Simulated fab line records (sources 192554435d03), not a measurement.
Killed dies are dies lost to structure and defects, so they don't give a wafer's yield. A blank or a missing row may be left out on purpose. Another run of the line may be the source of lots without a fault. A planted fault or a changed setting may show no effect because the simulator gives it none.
Chamber matching + flow n5 finfet + N5_BEOL_M7_VIA_ETCH_34 on rie diel-06: 4 sister chambers
The step etches SiCOH lowk in C4F6/O2, target depth 125.5 nm, time 50.5 s. 8 wafers are shown with their chamber, then 11 later ones without.

WAFERS PAIRED WITH THEIR CHAMBERS
| wafer  | chamber | drypump motor current A (A) | throttle valve pct (%) |
|--------|---------|-----------------------------|------------------------|
| L078.4 | 3       | 5.5                         | 21.26                  |
| L080.1 | 0       | 5.2                         | 20.77                  |
| L081.2 | 2       | 6.4                         | 20.72                  |
| L081.5 | 0       | 5.2                         | 20.79                  |
| L086.2 | 3       | 5.5                         | 21.29                  |
| L086.3 | 1       | 5.6                         | 21.30                  |
| L086.4 | 2       | 6.5                         | 20.76                  |
| L083.3 | 1       | 5.6                         | 21.29                  |

WAFERS MISSING THEIR CHAMBER
| wafer  | drypump motor current A (A) | throttle valve pct (%) |
|--------|-----------------------------|------------------------|
| L083.4 | 5.2                         | 20.80                  |
| L083.5 | 5.2                         | 20.81                  |
| L090.2 | 6.5                         | 20.76                  |
| L090.3 | 5.5                         | 21.28                  |
| L090.6 | 5.6                         | 21.33                  |
| L094.1 | 6.4                         | 20.79                  |
| L094.2 | 5.4                         | 21.31                  |
| L094.3 | 5.2                         | 20.83                  |
| L095.4 | 6.4                         | 20.78                  |
| L095.5 | 5.5                         | 21.31                  |
| L095.6 | 5.2                         | 20.83                  |

CHAMBER TAKEN BY EACH
| wafer  | from the rows above     | in truth |
|--------|-------------------------|----------|
| L083.4 | 0                       | 0        |
| L083.5 | 0                       | 0        |
| L090.2 | 2                       | 2        |
| L090.3 | 3                       | 3        |
| L090.6 | 1                       | 1        |
| L094.1 | 2                       | 2        |
| L094.2 | 3                       | 3        |
| L094.3 | 0                       | 0        |
| L095.4 | 2                       | 2        |
| L095.5 | can't be placed: 3 or 1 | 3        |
| L095.6 | 0                       | 0        |
Correctly placed: 10 of 11. Unplaceable from these rows: 1, with the true chamber sitting among the candidates in 1. Number placed wrongly: 0.
How it was worked out, from the rows above alone: a wafer's distance from a chamber is the root of the sum, over the readings, of the square of ((its reading less the chamber's mean) divided by the reading's scatter). If the next closest chamber is less than 2 further off than the closest, the wafer can't be placed; otherwise it belongs to the closest. The mean given for a chamber averages the wafers shown for that chamber. The scatter is the square root of a quotient: the sum, over the shown wafers, of each reading's squared deviation from its chamber's mean, divided by wafers minus chambers.
